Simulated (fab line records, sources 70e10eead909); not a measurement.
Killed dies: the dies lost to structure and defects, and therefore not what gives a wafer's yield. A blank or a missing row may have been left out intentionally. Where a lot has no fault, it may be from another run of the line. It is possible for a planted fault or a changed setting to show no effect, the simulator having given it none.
Matching of chambers + flow nand-harc + 3 sister chambers for NHARC_A_STAIRCASE_DEP_322 on pecvd-04
The step deposits SiO2, target thk 7200 nm. 14 wafers are shown with their chamber, then 7 later ones without.

EACH WAFER AND ITS CHAMBER
| wafer  | chamber | heater-power-w (W) |
|--------|---------|--------------------|
| L907.1 | 2       | 711                |
| L907.2 | 0       | 820                |
| L907.6 | 0       | 778                |
| L910.2 | 0       | 910                |
| L910.4 | 0       | 757                |
| L910.5 | 1       | 548                |
| L924.2 | 2       | 723                |
| L924.3 | 0       | 841                |
| L924.4 | 0       | 813                |
| L925.2 | 2       | 712                |
| L925.4 | 1       | 606                |
| L925.6 | 2       | 618                |
| L926.1 | 0       | 1012               |
| L926.2 | 1       | 617                |

SIGNATURES (means of the wafers above)
| reading        | chamber 0 | chamber 1 | chamber 2 | scatter within a chamber |
|----------------|-----------|-----------|-----------|--------------------------|
| heater-power-w | 847.29    | 590.33    | 691.00    | 71.3                     |
Rule: a wafer lies at a distance from a chamber equal to the root of the sum of squares, over the readings, of (its reading less the chamber's mean, divided by the reading's scatter). If the next closest chamber is less than 2 further off than the closest, the wafer can't be placed; otherwise it belongs to the closest. How the scatter is found: for the shown wafers, subtract from each reading the mean of its chamber, square and add these, divide the total by (wafers less chambers), then take the root.

WAFERS WHOSE CHAMBER IS MISSING
| wafer  | heater-power-w (W) |
|--------|--------------------|
| L926.5 | 589                |
| L928.1 | 817                |
| L928.2 | 741                |
| L928.6 | 620                |
| L930.1 | 855                |
| L930.3 | 626                |
| L930.5 | 826                |

CHAMBER TAKEN BY EACH
| wafer  | from the rows above          | in truth |
|--------|------------------------------|----------|
| L926.5 | can't be placed: 1 or 2      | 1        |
| L928.1 | can't be placed: 0 or 2      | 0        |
| L928.2 | can't be placed: 2 or 0 or 1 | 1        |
| L928.6 | can't be placed: 1 or 2      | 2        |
| L930.1 | 0                            | 0        |
| L930.3 | can't be placed: 1 or 2      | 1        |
| L930.5 | can't be placed: 0 or 2      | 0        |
Placed correctly: 1 of 7. Not placeable from these rows: 6 (in 6, the candidates include the true chamber). 0 placed wrongly.
